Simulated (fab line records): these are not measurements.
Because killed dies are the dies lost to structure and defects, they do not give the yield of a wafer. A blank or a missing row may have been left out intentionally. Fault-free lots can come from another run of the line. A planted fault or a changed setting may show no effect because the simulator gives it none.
Matching of chambers ; flow n5 finfet ; N5_BEOL_M8_PECVD_70 on pecvd-04: 3 sister chambers
The step deposits SiO2 from TEOS/O2, target thk 20 nm, time 22.7 s. 14 wafers are shown with their chamber, then 7 later ones without.

WAFERS, EACH WITH ITS CHAMBER
wafer;chamber;throttle valve pct (%);showerhead plenum p Torr (Torr);heater power w (W)
L077.1;2;21.3;8.71;717
L077.5;0;24.2;8.71;833
L077.6;2;21.4;8.71;710
L078.1;0;24.1;8.69;811
L078.5;2;21.3;8.70;722
L078.6;1;23.6;8.83;711
L080.1;2;21.5;8.73;654
L080.2;1;23.7;8.84;758
L080.5;2;21.5;8.69;682
L081.1;1;23.5;8.85;646
L081.2;2;21.2;8.71;728
L081.5;1;23.6;8.86;666
L085.2;1;23.7;8.84;778
L085.3;2;21.3;8.71;701

SIGNATURES (averages over the wafers above)
reading;chamber 0;chamber 1;chamber 2;scatter within a chamber
throttle valve pct;24.150;23.620;21.357;0.1
showerhead plenum p Torr;8.7000;8.8440;8.7086;0.0121
heater power w;822.00;711.80;702.00;39.6
Rule: for a wafer and a chamber, the distance is found by dividing, reading by reading, the gap between the wafer's reading and the chamber's mean by the reading's scatter, squaring, summing and taking the root. The wafer belongs to the nearest chamber; if the next one is less than 2 further off, it can't be placed. The scatter: take each reading less its chamber's mean, square it, sum over the shown wafers, divide by the number of wafers less the number of chambers, and take the root.

WAFERS WHOSE CHAMBER IS MISSING
wafer;throttle valve pct (%);showerhead plenum p Torr (Torr);heater power w (W)
L085.6;24.3;8.71;764
L094.1;23.8;8.82;762
L094.2;21.6;8.71;777
L094.3;24.1;8.73;726
L094.4;21.7;8.71;760
L094.5;24.1;8.71;730
L094.6;23.5;8.85;762

WHICH CHAMBER EACH WENT THROUGH
wafer;from the rows above;in truth
L085.6;0;0
L094.1;1;1
L094.2;2;2
L094.3;0;0
L094.4;2;2
L094.5;0;0
L094.6;1;1
7 of 7 placed correctly. Can't be placed from these rows: 0. Wrongly placed: 0.
